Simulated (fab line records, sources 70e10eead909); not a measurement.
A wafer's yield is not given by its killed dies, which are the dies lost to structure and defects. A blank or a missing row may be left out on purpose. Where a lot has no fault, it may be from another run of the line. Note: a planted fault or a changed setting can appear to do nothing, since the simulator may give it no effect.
Which tool was responsible?	flow nandHarc	Sampling: 12 lots, 36 wafers, 5 of 1159 route steps

## WHAT EACH GAUGE READ, for each wafer
NHARC_END_SORT_01. Usual: killedAtArray 27, standard deviation 9.9; killedAtOther 0.5, standard deviation 0.76; killedAtPeriphery 3.4, standard deviation 2.2; killedDies 31, standard deviation 10; killedOpen 3.3, standard deviation 2; killedShort 2.0, standard deviation 1.5.
lot	measured	on	killedAtArray	killedAtOther	killedAtPeriphery	killedDies	killedOpen	killedShort	flag
L252	day 21 04:43	prober-02	44 49 42	2 2 1	2 4 8	48 55 51	6 4 7	2 3 1	

## TOOL THAT RAN EACH LOT (tool first, then ch and the chambers of the sampled wafers, then the start)
lot	NHARC_A_STAIRCASE_STRIP_295	NHARC_A_STAIRCASE_STRIP_476	NHARC_A_STAIRCASE_DEP_325	NHARC_A_STAIRCASE_STRIP_446
L246	rieDiel-13 ch 0,1,3, day 12 08:16 or earlier	rieDiel-13 ch 0,2,3, day 12 08:16	pecvd-02 ch 1,2, day 13 08:55	plasmaAsher-02 ch 0,1, day 13 20:17
L247	rieDiel-13 ch 0,1, day 12 10:20 or earlier	rieDiel-11 ch 0,3, day 12 10:20	pecvd-01 ch 0,2, day 13 15:03	plasmaAsher-01 ch 0,1, day 14 01:48
L248	rieDiel-13 ch 0,3, day 12 12:00 or earlier	rieDiel-01 ch 0,1,2, day 12 12:00	pecvd-02 ch 1,2, day 13 15:00	plasmaAsher-02 ch 0,1, day 14 01:40
L251	rieDiel-01 ch 0,2,3, day 13 06:44 or earlier	rieDiel-13 ch 0,1,2, day 13 06:44	pecvd-01 ch 0,1,2, day 14 14:03	plasmaAsher-02 ch 0,1, day 15 03:13
L250	rieDiel-13 ch 0,2, day 13 10:01 or earlier	rieDiel-11 ch 0,1,2, day 13 10:01	pecvd-04 ch 0,2, day 14 13:43	plasmaAsher-02 ch 0,1, day 15 02:56
L253	rieDiel-13 ch 0,1,3, day 14 01:03 or earlier	rieDiel-01 ch 1,2,3, day 14 01:03	pecvd-04 ch 0,1, day 15 06:26	plasmaAsher-01 ch 0,1, day 15 16:46
L252	rieDiel-11 ch 0,1, day 14 02:16 or earlier	rieDiel-01 ch 1,3, day 14 02:16	pecvd-01 ch 0,1,2, day 15 06:14	plasmaAsher-01 ch 0, day 15 16:29
L254	rieDiel-11 ch 0,2,3, day 14 04:31 or earlier	rieDiel-11 ch 0,2,3, day 14 04:31	pecvd-04 ch 0,1, day 15 10:28	plasmaAsher-01 ch 0,1, day 16 01:12
L256	rieDiel-01 ch 0,2,3, day 14 21:07 or earlier	rieDiel-13 ch 0,2,3, day 14 21:07	pecvd-01 ch 0,1,2, day 16 05:48	plasmaAsher-02 ch 0,1, day 16 16:08
L261	rieDiel-13 ch 0,2,3, day 15 20:52 or earlier	rieDiel-11 ch 0,1,3, day 15 20:52	pecvd-01 ch 0,2, day 17 02:10	plasmaAsher-01 ch 0,1, day 17 13:19
L263	rieDiel-13 ch 0,3, day 16 10:25 or earlier	rieDiel-01 ch 1,2,3, day 16 10:25	pecvd-02 ch 0,1,2, day 17 13:49	plasmaAsher-02 ch 0,1, day 17 23:49
L265	rieDiel-01 ch 0,1, day 16 23:42 or earlier	rieDiel-13 ch 0,1,2, day 16 23:42	pecvd-02 ch 0,1,2, day 18 00:46	plasmaAsher-02 ch 0,1, day 18 13:23
- NHARC_A_STAIRCASE_STRIP_295: strips in O2.
- NHARC_A_STAIRCASE_STRIP_476: strips in O2, time 20 s.
- NHARC_A_STAIRCASE_DEP_325: deposits SiO2, target thk 3800 nm.
- NHARC_A_STAIRCASE_STRIP_446: strips in O2.

## WHAT THE TOOLS THEMSELVES READ (means of the sampled wafers that have a number; where no wafer has one, the mark that the record gives instead)
NHARC_A_STAIRCASE_STRIP_295. Usual: drypumpMotorCurrentA 5.7 A, standard deviation 0.45; oesProductAu 1.003 a.u., standard deviation 0.014; rfVppV 57.9 V, standard deviation 0.83; showerheadPlenumPTorr 3.57 Torr, standard deviation 0.13; throttleValvePct 17.037 %, standard deviation 0.0084.
lot	tool	drypumpMotorCurrentA (A)	oesProductAu (a.u.)	rfVppV (V)	showerheadPlenumPTorr (Torr)	throttleValvePct (%)	flag
L246	rieDiel-13	5.9	1.005	58.4	3.61	17.028	
L247	rieDiel-13	6.3	1.015	57.8	3.72	17.041	
L248	rieDiel-13	5.9	0.995	57.6	3.56	17.038	
L251	rieDiel-01	5.7	1.013	58.0	3.62	17.037	
L250	rieDiel-13	5.7	1.017	57.7	3.64	17.042	
L253	rieDiel-13	5.8	1.009	58.5	3.60	17.042	
L252	rieDiel-11	5.6	1.002	56.8	3.62	17.037	
L254	rieDiel-11	5.6	0.991	59.1	3.59	17.040	
L256	rieDiel-01	5.8	0.991	57.5	3.62	17.028	
L261	rieDiel-13	5.8	1.017	57.5	3.58	17.040	
L263	rieDiel-13	6.3	1.010	58.3	3.65	17.044	
L265	rieDiel-01	5.6	0.996	57.8	3.49	17.046	

NHARC_A_STAIRCASE_STRIP_476. Usual: drypumpMotorCurrentA 5.7 A, standard deviation 0.37; oesProductAu 1.001 a.u., standard deviation 0.012; rfVppV 57.8 V, standard deviation 0.87; showerheadPlenumPTorr 3.57 Torr, standard deviation 0.13; throttleValvePct 17.036 %, standard deviation 0.0088.
lot	tool	drypumpMotorCurrentA (A)	oesProductAu (a.u.)	rfVppV (V)	showerheadPlenumPTorr (Torr)	throttleValvePct (%)	flag
L246	rieDiel-13	5.8	1.008	57.7	3.60	17.033	
L247	rieDiel-11	5.7	0.983	58.8	3.68	17.031	
L248	rieDiel-01	5.7	0.999	58.2	3.55	17.036	
L251	rieDiel-13	5.8	1.017	57.6	3.64	17.037	
L250	rieDiel-11	5.6	0.998	57.3	3.52	17.031	
L253	rieDiel-01	5.9	1.009	57.0	3.54	17.039	
L252	rieDiel-01	6.0	1.008	57.6	3.41	17.032	
L254	rieDiel-11	5.6	0.991	57.6	3.59	17.032	
L256	rieDiel-13	5.8	1.010	57.8	3.59	17.036	
L261	rieDiel-11	5.7	0.994	58.4	3.59	17.038	
L263	rieDiel-01	5.9	0.989	57.5	3.53	17.042	
L265	rieDiel-13	5.8	1.017	57.2	3.62	17.029	

NHARC_A_STAIRCASE_DEP_325. Usual: heaterPowerOuterW 398 W, standard deviation 80; heaterPowerW 685 W, standard deviation 110; rfFwdPowerW 499.5 W, standard deviation 1.6.
lot	tool	heaterPowerOuterW (W)	heaterPowerW (W)	rfFwdPowerW (W)	flag
L246	pecvd-02	457	712	499.2	
L247	pecvd-01	438	764	499.6	
L248	pecvd-02	425	664	497.9	
L251	pecvd-01	376	670	497.7	
L250	pecvd-04	397	716	497.5	
L253	pecvd-04	429	729	498.6	
L252	pecvd-01	355	637	499.5	
L254	pecvd-04	402	692	499.5	
L256	pecvd-01	386	681	499.1	
L261	pecvd-01	396	711	499.3	
L263	pecvd-02	430	684	520.1	OFF
L265	pecvd-02	445	713	519.3	OFF

NHARC_A_STAIRCASE_STRIP_446. Usual: drypumpMotorCurrentA 5.6 A, standard deviation 0.34; heaterPowerW 345 W, standard deviation 11.
lot	tool	drypumpMotorCurrentA (A)	heaterPowerW (W)	flag
L246	plasmaAsher-02	5.7	347	
L247	plasmaAsher-01	5.4	348	
L248	plasmaAsher-02	5.7	352	
L251	plasmaAsher-02	5.9	351	
L250	plasmaAsher-02	5.7	350	
L253	plasmaAsher-01	5.4	350	
L252	plasmaAsher-01	5.2	349	
L254	plasmaAsher-01	5.5	350	
L256	plasmaAsher-02	5.7	326	
L261	plasmaAsher-01	5.5	350	
L263	plasmaAsher-02	5.9	326	
L265	plasmaAsher-02	5.9	330	

## THE ANSWER, worked out from the rows above alone
Rule: lot off if the mean of its wafers having a number is beyond 3 standard deviations from the usual mean. Also off: a lot with no number at a reading for which 4 or more lots have one. Where the step has rows for the other lots, those lots are counted as sound. After the gauges, taken in route order, come the tools' own readings; for these a lot's mean is taken, as printed above. At the first step where some lot is off, the reading lying furthest off is the one used; lots without a number count as furthest.
Off, at NHARC_A_STAIRCASE_DEP_325 on rfFwdPowerW: L263, L265.
A tool fits if, at that step or a process step before it, it ran every lot that is off, and no sound lot after the first of them. With no start given for some of its lots, NHARC_A_STAIRCASE_STRIP_295 uses the hours and lot order of NHARC_A_STAIRCASE_STRIP_476. One fits: NHARC_A_STAIRCASE_DEP_325 on pecvd-02. A fault onset in the window from L248 (day 13 15:00, its last sound lot) to L263 (day 17 13:49, its first lot off) fits.
The tool's own readings at NHARC_A_STAIRCASE_DEP_325 bear it out: on the lots that are off they differ by more than 5 times the standard deviation of the sound lots' means. rfFwdPowerW reads 519.7 W there against 498.8 W on the sound lots.

## WHAT THE SIMULATOR PUT IN
pecvd-02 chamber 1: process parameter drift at NHARC_A_STAIRCASE_DEP_325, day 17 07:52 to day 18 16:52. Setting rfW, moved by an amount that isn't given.
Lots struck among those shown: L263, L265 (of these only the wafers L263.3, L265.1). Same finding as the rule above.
